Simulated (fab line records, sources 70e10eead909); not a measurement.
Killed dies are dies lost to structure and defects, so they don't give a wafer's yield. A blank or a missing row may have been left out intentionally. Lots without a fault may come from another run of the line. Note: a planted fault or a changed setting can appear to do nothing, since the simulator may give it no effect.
Matching of chambers	flow nand_harc	3 sister chambers for NHARC_A_SLIT_DEP_23 on pecvd-03
The step deposits SiON, target thk 100 nm. 3 wafers are shown with their chamber, then 8 later ones without.

== EACH WAFER AND ITS CHAMBER ==
wafer	chamber	heater_power_w (W)
L205.4	1	656
L209.1	0	997
L209.6	2	688

== WAFERS MISSING THEIR CHAMBER ==
wafer	heater_power_w (W)
L212.4	644
L212.6	959
L214.1	629
L214.3	638
L214.5	1012
L223.1	670
L223.3	980
L223.6	979

== CHAMBER TAKEN BY EACH ==
wafer	from the rows above	in truth
L212.4	can't be placed: 1 or 2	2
L212.6	0	0
L214.1	can't be placed: 1 or 2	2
L214.3	can't be placed: 1 or 2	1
L214.5	0	0
L223.1	can't be placed: 1 or 2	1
L223.3	0	0
L223.6	0	0
Placed correctly: 4 of 8. Not placeable from these rows: 4 (in 4, the candidates include the true chamber). 0 placed wrongly.
How it was worked out, from the rows above alone: a wafer's distance from a chamber is the root of the sum, over the readings, of the square of ((its reading less the chamber's mean) divided by the reading's scatter). If the next closest chamber is less than 2 further off than the closest, the wafer can't be placed; otherwise it belongs to the closest. The mean given for a chamber averages the wafers shown for that chamber. The scatter (one wafer shown for each chamber): square how far every hidden wafer sits from the nearest shown wafer, average those squares and take the square root.
